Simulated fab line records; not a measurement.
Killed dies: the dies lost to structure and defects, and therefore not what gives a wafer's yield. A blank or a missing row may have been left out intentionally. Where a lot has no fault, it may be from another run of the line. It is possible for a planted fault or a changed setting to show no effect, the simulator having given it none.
Problem report, 8D (eight disciplines) form, completed by code | flow nand_harc | the parts of the form that need people (team, actions taken, sign-off) are left out

## 1. WHAT IS WRONG
Wafers without a fault read 1002 nm, standard deviation 8.5; thk_nm at NHARC_A_ONON_D1_THK_MEAS_24 reads a mean of 704 nm on 2 wafers belonging to 2 lots. That is -35 standard deviations from the usual mean.
The step: measures by ellipsometry.
First seen on wafer L114.1, day 13 03:15, on film_metro-01. Wafers with a number at this step in the record: 42, from 14 lots. The rule behind "out" and "out of limits": a value lying over 4 standard deviations away from the usual mean. The other wafers with a number count as sound.

## 2. WHAT IT IS, WHAT IT ISN'T
question                    | is                           | is not
which readings at this step | thk_nm                       | -
which lots                  | L114, L116                   | L103, L104, L105, L108, L109, L115, L119, L121, L122, L123, L124, L125
which wafers of those lots  | L114.1, L116.2               | L114.3, L114.4, L116.4, L116.5
read on which gauges        | film_metro-01, film_metro-02 | -
when                        | from day 13 03:15            | up to then (17 sound wafers); but 23 sound wafers of L115, L116, L119, L121, L122, L123, L124, L125 came after

## 3. SUSPECTS, AND WHAT RULES EACH OUT
Counting: if a tool at a process step up to the reading ran every lot that is out, it stays a suspect. Sound lots after the first of them don't rule it out here, since some wafers of a struck lot are sound.
- ruled out: the gauge at NHARC_A_ONON_D1_THK_MEAS_24. 2 gauges (film_metro-01, film_metro-02) read the wafers that are out.
- pecvd_onon-02 at NHARC_A_ONON_D1_DEP_22 (target thk 1000 nm): kept. It ran every lot that is out, first L114 (day 13 02:44); its last sound lot up to then is L109 (day 11 04:18).
The count leaves pecvd_onon-02 at NHARC_A_ONON_D1_DEP_22.

## 4. THE CAUSE (what the simulator had put in)
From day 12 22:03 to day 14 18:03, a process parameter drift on pecvd_onon-02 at NHARC_A_ONON_D1_DEP_22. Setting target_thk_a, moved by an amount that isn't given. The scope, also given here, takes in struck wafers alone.
The count eliminated every tool but this one.

## 5. THE EFFECT CHAIN, in route order
One row per reading whose mean, taken over the struck wafers that have a number, lies over 3 standard deviations from the usual. Only readings for which the record gives a usual standard deviation are gone through. hours: the time from each lot's start at the first step in this table that gives one to its start at this step, as a median over the lots. sigmas: the change in usual standard deviations.
hours | step                        | reading | usual   | on struck wafers | change | sigmas
0     | NHARC_A_ONON_D1_THK_MEAS_24 | thk_nm  | 1002 nm | 704              | -298   | -35
At these later measuring or inspecting steps, every struck wafer for which the step has a row has a number for every such reading, and none has moved that far: NHARC_A_CHANNEL_HOLE_D1_INSPECT_12.

## 6. WHAT WOULD HAVE CAUGHT IT SOONER
Counted from the fault's start at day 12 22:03, it took 5 hours until the first out-of-limits reading at a measuring or inspecting step in this record, taken at day 13 03:15.
No tool reading at NHARC_A_ONON_D1_DEP_22 that has a usual standard deviation in the record was out on any struck wafer, so an alarm limit of 4 standard deviations on those readings would not have fired.
L116, from the lots that are out (2), started NHARC_A_ONON_D1_DEP_22 on pecvd_onon-02 later than day 13 03:15. Holding the tool at that time would have saved it.
